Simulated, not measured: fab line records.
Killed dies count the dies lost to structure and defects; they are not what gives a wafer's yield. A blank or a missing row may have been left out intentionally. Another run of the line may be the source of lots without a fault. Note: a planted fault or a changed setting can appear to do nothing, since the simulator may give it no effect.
The tool behind it: which one? + flow nand-harc + Sampling: 24 lots, 72 wafers, 5 of 1159 route steps

== WHAT EACH GAUGE READ, for each wafer ==
NHARC_A_M0_CD_MEAS_09 targets a cd of 80 nm. Usual: cd-nm reads 80.3 nm (standard deviation 0.86).
| lot  | measured     | on        | cd-nm (nm)     | flag |
|------|--------------|-----------|----------------|------|
| L074 | day 17 15:19 | cd-sem-02 | 79.4 80.5 81.3 |      |
| L077 | day 17 16:49 | cd-sem-02 | 81.8 80.9 79.4 |      |
| L075 | day 17 17:47 | cd-sem-01 | 80.0 80.7 80.2 |      |
| L076 | day 17 20:36 | cd-sem-03 | 79.8 80.3 80.7 |      |
| L078 | day 18 02:13 | cd-sem-02 | 79.7 80.1 81.2 |      |
| L079 | day 19 05:03 | cd-sem-01 | 79.7 80.0 79.9 |      |
| L084 | day 19 10:40 | cd-sem-02 | 78.7 79.7 81.0 |      |
| L080 | day 19 17:08 | cd-sem-03 | 79.3 80.9 80.6 |      |
| L082 | day 19 19:36 | cd-sem-01 | 78.7 80.8 79.6 |      |
| L083 | day 19 20:32 | cd-sem-02 | 79.3 79.1 80.2 |      |
| L081 | day 20 01:28 | cd-sem-01 | 81.9 82.1 82.0 |      |
| L085 | day 20 07:56 | cd-sem-03 | 80.6 81.0 79.8 |      |
| L086 | day 20 08:29 | cd-sem-03 | 80.0 79.0 80.0 |      |
| L087 | day 20 11:48 | cd-sem-02 | 81.5 81.3 80.4 |      |
| L088 | day 20 18:46 | cd-sem-02 | 80.5 81.2 79.7 |      |
| L089 | day 21 17:41 | cd-sem-02 | 80.4 79.2 80.7 |      |
| L091 | day 21 19:14 | cd-sem-01 | 79.1 78.8 80.4 |      |
| L090 | day 21 19:31 | cd-sem-02 | 80.9 79.7 79.5 |      |
| L092 | day 22 04:58 | cd-sem-01 | 80.2 80.7 81.3 |      |
| L093 | day 22 07:17 | cd-sem-03 | 82.0 81.6 79.8 |      |
| L094 | day 22 08:17 | cd-sem-02 | 79.2 80.6 81.1 |      |
| L097 | day 23 12:24 | cd-sem-02 | 79.6 78.7 79.9 |      |
| L095 | day 23 12:34 | cd-sem-01 | 81.5 80.4 79.6 |      |
| L096 | day 23 16:13 | cd-sem-02 | 81.4 81.7 79.3 |      |

NHARC_A_M0_CD_MEAS_16. Usual: cd-nm reads 80.5 nm (standard deviation 1.4).
| lot  | measured     | on        | cd-nm (nm)     | flag |
|------|--------------|-----------|----------------|------|
| L074 | day 17 15:47 | cd-sem-01 | 80.0 81.4 80.9 |      |
| L077 | day 17 17:17 | cd-sem-02 | 82.0 80.1 79.1 |      |
| L075 | day 17 18:26 | cd-sem-03 | 79.3 81.8 81.0 |      |
| L076 | day 17 21:05 | cd-sem-03 | 81.6 80.5 81.6 |      |
| L078 | day 18 02:42 | cd-sem-03 | 80.4 80.8 81.6 |      |
| L079 | day 19 05:32 | cd-sem-01 | 81.2 78.6 81.1 |      |
| L084 | day 19 11:09 | cd-sem-03 | 77.0 78.9 81.4 |      |
| L080 | day 19 17:37 | cd-sem-03 | 77.5 80.3 82.4 |      |
| L082 | day 19 20:05 | cd-sem-03 | 77.4 82.9 81.8 |      |
| L083 | day 19 21:01 | cd-sem-02 | 78.3 80.8 80.8 |      |
| L081 | day 20 01:58 | cd-sem-03 | 81.2 83.4 82.3 |      |
| L085 | day 20 08:26 | cd-sem-03 | 80.2 81.4 79.6 |      |
| L086 | day 20 08:58 | cd-sem-03 | 80.6 78.9 80.7 |      |
| L087 | day 20 12:20 | cd-sem-03 | 80.6 83.8 79.6 |      |
| L088 | day 20 19:15 | cd-sem-01 | 82.1 80.4 79.5 |      |
| L089 | day 21 18:11 | cd-sem-03 | 80.3 78.7 81.1 |      |
| L091 | day 21 19:43 | cd-sem-01 | 79.6 79.8 80.0 |      |
| L090 | day 21 20:00 | cd-sem-02 | 81.0 78.3 79.5 |      |
| L092 | day 22 05:31 | cd-sem-02 | 80.6 83.4 80.4 |      |
| L093 | day 22 07:46 | cd-sem-03 | 82.6 81.8 78.7 |      |
| L094 | day 22 08:48 | cd-sem-03 | 80.4 81.8 81.9 |      |
| L097 | day 23 12:56 | cd-sem-03 | 78.8 79.7 81.2 |      |
| L095 | day 23 13:02 | cd-sem-01 | 82.1 82.5 79.9 |      |
| L096 | day 23 16:42 | cd-sem-03 | 81.0 80.6 80.6 |      |

NHARC_A_M0_THK_MEAS_24: measures by xrf. Usual: thk-nm reads 113.7 nm (standard deviation 1.7).
| lot  | measured     | on            | thk-nm (nm)       | flag |
|------|--------------|---------------|-------------------|------|
| L074 | day 17 17:52 | film-metro-01 | 112.9 111.7 113.0 |      |
| L077 | day 17 19:23 | film-metro-02 | 110.3 114.5 114.2 |      |
| L075 | day 17 20:31 | film-metro-02 | 112.7 113.2 112.6 |      |
| L076 | day 17 23:26 | film-metro-01 | 113.7 115.8 112.0 |      |
| L078 | day 18 04:56 | film-metro-02 | 115.0 114.2 116.0 |      |
| L079 | day 19 08:07 | film-metro-02 | 110.8 112.5 113.3 |      |
| L084 | day 19 13:10 | film-metro-01 | 112.4 115.3 115.2 |      |
| L080 | day 19 19:38 | film-metro-02 | 113.7 114.9 113.2 |      |
| L082 | day 19 22:24 | film-metro-02 | 112.4 114.6 115.3 |      |
| L083 | day 19 23:19 | film-metro-01 | 112.7 115.2 113.2 |      |
| L081 | day 20 03:59 | film-metro-02 | 113.9 110.3 113.7 |      |
| L085 | day 20 10:28 | film-metro-02 | 111.9 111.2 114.5 |      |
| L086 | day 20 11:08 | film-metro-01 | 115.3 113.3 113.1 |      |
| L087 | day 20 14:22 | film-metro-02 | 113.7 111.4 111.6 |      |
| L088 | day 20 21:23 | film-metro-02 | 107.6 112.5 112.9 |      |
| L089 | day 21 20:13 | film-metro-02 | 114.5 113.3 114.6 |      |
| L091 | day 21 21:50 | film-metro-01 | 115.2 112.8 115.0 |      |
| L090 | day 21 22:08 | film-metro-01 | 111.1 114.6 113.4 |      |
| L092 | day 22 07:40 | film-metro-01 | 113.5 113.3 114.4 |      |
| L093 | day 22 09:47 | film-metro-02 | 114.4 114.8 111.4 |      |
| L094 | day 22 10:52 | film-metro-01 | 116.6 117.3 118.2 |      |
| L097 | day 23 14:59 | film-metro-02 | 112.8 109.5 112.3 |      |
| L095 | day 23 15:04 | film-metro-02 | 114.5 113.8 116.5 |      |
| L096 | day 23 18:49 | film-metro-01 | 117.1 116.0 115.5 |      |

== TOOL THAT RAN EACH LOT (tool first, then ch and the chambers of the sampled wafers, then the start) ==
| lot  | NHARC_A_M0_DESCUM_14               | NHARC_A_M0_ETCH_15                            |
|------|------------------------------------|-----------------------------------------------|
| L074 | rie-diel-06 ch 1,2,3, day 17 15:29 | rie-diel-06 ch 1,2,3, day 17 15:47 or earlier |
| L077 | rie-diel-06 ch 0,1,2, day 17 17:00 | rie-diel-06 ch 0,1, day 17 17:17 or earlier   |
| L075 | rie-diel-06 ch 0,2,3, day 17 17:59 | rie-diel-06 ch 0,1,2, day 17 18:26 or earlier |
| L076 | rie-diel-06 ch 0,1, day 17 20:47   | rie-diel-06 ch 0,2,3, day 17 21:05 or earlier |
| L078 | rie-diel-09 ch 2,3, day 18 02:24   | rie-diel-09 ch 0,1, day 18 02:42 or earlier   |
| L079 | rie-diel-08 ch 0,2,3, day 19 05:16 | rie-diel-08 ch 0,1, day 19 05:32 or earlier   |
| L084 | rie-diel-06 ch 0,2, day 19 10:50   | rie-diel-06 ch 1,2,3, day 19 11:09 or earlier |
| L080 | rie-diel-06 ch 1,2, day 19 17:19   | rie-diel-06 ch 1,2,3, day 19 17:37 or earlier |
| L082 | rie-diel-06 ch 1,2, day 19 19:47   | rie-diel-06 ch 0,2,3, day 19 20:05 or earlier |
| L083 | rie-diel-09 ch 2,3, day 19 20:44   | rie-diel-09 ch 1,2,3, day 19 21:01 or earlier |
| L081 | rie-diel-09 ch 0,1,2, day 20 01:40 | rie-diel-09 ch 0,2,3, day 20 01:58 or earlier |
| L085 | rie-diel-09 ch 0,1,2, day 20 08:07 | rie-diel-09 ch 1,3, day 20 08:26 or earlier   |
| L086 | rie-diel-06 ch 1,3, day 20 08:40   | rie-diel-06 ch 0,3, day 20 08:58 or earlier   |
| L087 | rie-diel-06 ch 1,2, day 20 11:59   | rie-diel-06 ch 0,1,2, day 20 12:20 or earlier |
| L088 | rie-diel-09 ch 0,1,2, day 20 18:58 | rie-diel-09 ch 2,3, day 20 19:15 or earlier   |
| L089 | rie-diel-09 ch 0,2,3, day 21 17:53 | rie-diel-09 ch 0,1,3, day 21 18:11 or earlier |
| L091 | rie-diel-08 ch 1,2, day 21 19:25   | rie-diel-08 ch 0,1, day 21 19:43 or earlier   |
| L090 | rie-diel-09 ch 0,3, day 21 19:42   | rie-diel-09 ch 1,2, day 21 20:00 or earlier   |
| L092 | rie-diel-06 ch 1,3, day 22 05:10   | rie-diel-06 ch 1,2, day 22 05:31 or earlier   |
| L093 | rie-diel-08 ch 0,1,2, day 22 07:28 | rie-diel-08 ch 0,1,3, day 22 07:46 or earlier |
| L094 | rie-diel-06 ch 1,2,3, day 22 08:29 | rie-diel-06 ch 1,2,3, day 22 08:48 or earlier |
| L097 | rie-diel-08 ch 0,1,2, day 23 12:35 | rie-diel-08 ch 0,1, day 23 12:56 or earlier   |
| L095 | rie-diel-06 ch 0,1, day 23 12:45   | rie-diel-06 ch 1,2, day 23 13:02 or earlier   |
| L096 | rie-diel-09 ch 1,2,3, day 23 16:24 | rie-diel-09 ch 1,2,3, day 23 16:42 or earlier |
- NHARC_A_M0_DESCUM_14: chemistry O2, time 3 s.
- NHARC_A_M0_ETCH_15: etches the open film in C4F8/Ar, target depth 150 nm, overetch 15 nm, time 82.5 s.

== AS READ BY THE TOOLS THEMSELVES (means over the sampled wafers that have a number; for cases with no such wafer, the mark the record gives instead) ==
NHARC_A_M0_DESCUM_14. Usual: drypump-motor-current-A 5.4 A, standard deviation 0.49; oes-product-au 1.004 a.u., standard deviation 0.012; rf-vpp-V 57.9 V, standard deviation 0.84; showerhead-plenum-p-Torr 1.95 Torr, standard deviation 0.08; throttle-valve-pct 11.310 %, standard deviation 0.0097.
| lot  | tool        | drypump-motor-current-A (A) | oes-product-au (a.u.) | rf-vpp-V (V) | showerhead-plenum-p-Torr (Torr) | throttle-valve-pct (%) | flag |
|------|-------------|-----------------------------|-----------------------|--------------|---------------------------------|------------------------|------|
| L074 | rie-diel-06 | 5.6                         | 1.000                 | 57.1         | 1.94                            | 11.314                 |      |
| L077 | rie-diel-06 | 5.2                         | 0.998                 | 57.7         | 1.98                            | 11.312                 |      |
| L075 | rie-diel-06 | 5.7                         | 1.001                 | 58.0         | 1.95                            | 11.308                 |      |
| L076 | rie-diel-06 | 4.9                         | 1.002                 | 58.3         | 2.03                            | 11.304                 |      |
| L078 | rie-diel-09 | 5.4                         | 1.003                 | 57.6         | 2.02                            | 11.307                 |      |
| L079 | rie-diel-08 | 5.4                         | 0.986                 | 58.4         | 1.91                            | 11.313                 |      |
| L084 | rie-diel-06 | 5.3                         | 1.007                 | 59.1         | 1.99                            | 11.313                 |      |
| L080 | rie-diel-06 | 5.4                         | 1.019                 | 57.9         | 1.93                            | 11.317                 |      |
| L082 | rie-diel-06 | 5.1                         | 1.010                 | 57.6         | 1.98                            | 11.311                 |      |
| L083 | rie-diel-09 | 5.7                         | 0.997                 | 57.7         | 2.01                            | 11.313                 |      |
| L081 | rie-diel-09 | 5.5                         | 1.009                 | 58.5         | 1.95                            | 11.312                 |      |
| L085 | rie-diel-09 | 5.4                         | 1.006                 | 57.5         | 1.95                            | 11.304                 |      |
| L086 | rie-diel-06 | 5.3                         | 1.009                 | 58.2         | 1.98                            | 11.309                 |      |
| L087 | rie-diel-06 | 5.4                         | 0.999                 | 58.1         | 1.93                            | 11.313                 |      |
| L088 | rie-diel-09 | 5.4                         | 1.003                 | 58.2         | 1.95                            | 11.312                 |      |
| L089 | rie-diel-09 | 5.4                         | 1.000                 | 57.3         | 1.96                            | 11.321                 |      |
| L091 | rie-diel-08 | 5.8                         | 1.014                 | 57.1         | 1.81                            | 11.307                 |      |
| L090 | rie-diel-09 | 5.2                         | 1.005                 | 56.9         | 1.90                            | 11.320                 |      |
| L092 | rie-diel-06 | 5.9                         | 0.990                 | 58.0         | 1.94                            | 11.311                 |      |
| L093 | rie-diel-08 | 5.6                         | 1.014                 | 58.2         | 1.88                            | 11.310                 |      |
| L094 | rie-diel-06 | 5.6                         | 1.003                 | 58.3         | 1.93                            | 11.313                 |      |
| L097 | rie-diel-08 | 5.6                         | 1.000                 | 57.7         | 1.88                            | 11.317                 |      |
| L095 | rie-diel-06 | 4.9                         | 1.010                 | 59.2         | 2.02                            | 11.311                 |      |
| L096 | rie-diel-09 | 5.4                         | 1.006                 | 58.7         | 2.01                            | 11.304                 |      |

NHARC_A_M0_ETCH_15. Usual: oes-product-au 0.960 a.u., standard deviation 0.021; rf-vpp-V 442.2 V, standard deviation 2.3.
| lot  | tool        | oes-product-au (a.u.) | rf-vpp-V (V) | flag |
|------|-------------|-----------------------|--------------|------|
| L074 | rie-diel-06 | 0.943                 | 441.6        |      |
| L077 | rie-diel-06 | 0.924                 | 443.2        |      |
| L075 | rie-diel-06 | 0.925                 | 442.9        |      |
| L076 | rie-diel-06 | 0.921                 | 441.9        |      |
| L078 | rie-diel-09 | 0.936                 | 442.1        |      |
| L079 | rie-diel-08 | 0.969                 | 442.4        |      |
| L084 | rie-diel-06 | 0.980                 | 440.8        |      |
| L080 | rie-diel-06 | 0.964                 | 441.4        |      |
| L082 | rie-diel-06 | 0.929                 | 442.2        |      |
| L083 | rie-diel-09 | 0.970                 | 444.3        |      |
| L081 | rie-diel-09 | 0.974                 | 442.5        |      |
| L085 | rie-diel-09 | 0.964                 | 444.7        |      |
| L086 | rie-diel-06 | 0.974                 | 442.1        |      |
| L087 | rie-diel-06 | 0.958                 | 443.1        |      |
| L088 | rie-diel-09 | 0.974                 | 443.7        |      |
| L089 | rie-diel-09 | 0.972                 | 441.8        |      |
| L091 | rie-diel-08 | 0.988                 | 442.7        |      |
| L090 | rie-diel-09 | 0.976                 | 443.9        |      |
| L092 | rie-diel-06 | 0.962                 | 441.6        |      |
| L093 | rie-diel-08 | 0.980                 | 441.9        |      |
| L094 | rie-diel-06 | 0.963                 | 441.3        |      |
| L097 | rie-diel-08 | 0.973                 | 441.1        |      |
| L095 | rie-diel-06 | 0.980                 | 442.6        |      |
| L096 | rie-diel-09 | 0.966                 | 443.1        |      |

== THE ANSWER, worked out from the rows above alone ==
Rule: take the mean of a lot's wafers that have a number; if it is more than 3 standard deviations from the usual mean, the lot is off. A lot without any number at a reading at which 4 lots or more have one is off too. Any other lot the step has rows for is counted as sound. Order of review: gauges by route order, followed by the tools' own readings, for which a lot's mean as printed above is used. The first step at which some lot is off is used, and at that step the reading that is off furthest; a lot without a number counts as furthest.
Nothing can be told from this: no lot is off at any reading shown.

== WHAT THE SIMULATOR HAD INSERTED ==
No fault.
